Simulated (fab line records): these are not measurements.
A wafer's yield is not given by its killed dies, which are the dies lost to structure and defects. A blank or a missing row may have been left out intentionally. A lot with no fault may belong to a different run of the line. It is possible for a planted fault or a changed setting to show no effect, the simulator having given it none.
Which tool is to blame? | flow nandHarc | Sampling: 11 lots, 33 wafers, 2 of 1159 route steps

== WHAT THE GAUGES SHOWED, per wafer ==
NHARC_P_ZERO_WELL_CD_MEAS_24 targets a cd of 720 nm.
lot  | measured    | on       | cdNm (nm)
L404 | day 2 02:54 | cdSem-02 | 722.2 723.7 722.3
L406 | day 2 14:35 | cdSem-01 | 718.5 717.4 719.6
L407 | day 2 20:37 | cdSem-02 | 716.2 720.4 720.2
L408 | day 3 02:31 | cdSem-01 | 719.0 722.1 722.8
L411 | day 3 20:35 | cdSem-03 | 718.8 715.9 720.2
L412 | day 4 02:35 | cdSem-01 | 719.8 719.2 720.6
L416 | day 5 02:32 | cdSem-03 | 738.8 739.5 738.2
L418 | day 5 14:37 | cdSem-02 | 721.3 725.1 724.6
L421 | day 6 08:30 | cdSem-02 | 735.3 738.8 735.6
L423 | day 6 20:37 | cdSem-03 | 718.3 723.8 722.0
L424 | day 7 02:30 | cdSem-03 | 719.9 720.0 718.9

== WHAT TOOL EACH LOT RAN ON (gives the tool, then ch and the chambers of the sampled wafers, and finally the start) ==
lot  | NHARC_P_ZERO_WELL_EXPOSE_21
L404 | krfScanner-02 ch 0, day 2 02:45
L406 | krfScanner-01 ch 0, day 2 14:26
L407 | krfScanner-02 ch 0, day 2 20:28
L408 | krfScanner-02 ch 0, day 3 02:22
L411 | krfScanner-02 ch 0, day 3 20:25
L412 | krfScanner-01 ch 0, day 4 02:26
L416 | krfScanner-02 ch 0, day 5 02:23
L418 | krfScanner-03 ch 0, day 5 14:28
L421 | krfScanner-02 ch 0, day 6 08:21
L423 | krfScanner-03 ch 0, day 6 20:27
L424 | krfScanner-03 ch 0, day 7 02:20
- NHARC_P_ZERO_WELL_EXPOSE_21: exposes mask P NWELL, target cd 720 nm.

== THE ANSWER, worked out from the rows above alone ==
Rule: what is usual is taken from the lots themselves. Put in order of their means at a reading, lots are off if they are a third of the lots or fewer, leave a main group of 4 or more, and stand apart from it by a gap of 3 or more times the standard deviation of the main group's means; of several such gaps the widest counts. A main group is skipped when, at the precision printed for the reading in the tables above, its means are all equal. Also off: a lot with no number at a reading for which 4 or more lots have one. Any other lot the step has rows for is counted as sound.
Off: L416, L421, at NHARC_P_ZERO_WELL_CD_MEAS_24 (cdNm). Main group: mean 720.5 nm, sd 1.8.
If a tool, at a process step before that reading, ran all the lots that are off and no sound lot after the first of them, it fits. Those tools and the gauges at NHARC_P_ZERO_WELL_CD_MEAS_24 are tried in the same way. One fits: krfScanner-02 at NHARC_P_ZERO_WELL_EXPOSE_21. A fault onset in the window from L411 (day 3 20:25, its last sound lot) to L416 (day 5 02:23, its first lot off) fits.

== WHAT THE SIMULATOR PUT IN ==
Process parameters drifting: krfScanner-02 at NHARC_P_ZERO_WELL_EXPOSE_21, beginning at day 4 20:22. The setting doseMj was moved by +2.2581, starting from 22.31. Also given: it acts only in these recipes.
Lots struck among those shown: L416, L421. The rule above reached the same finding.
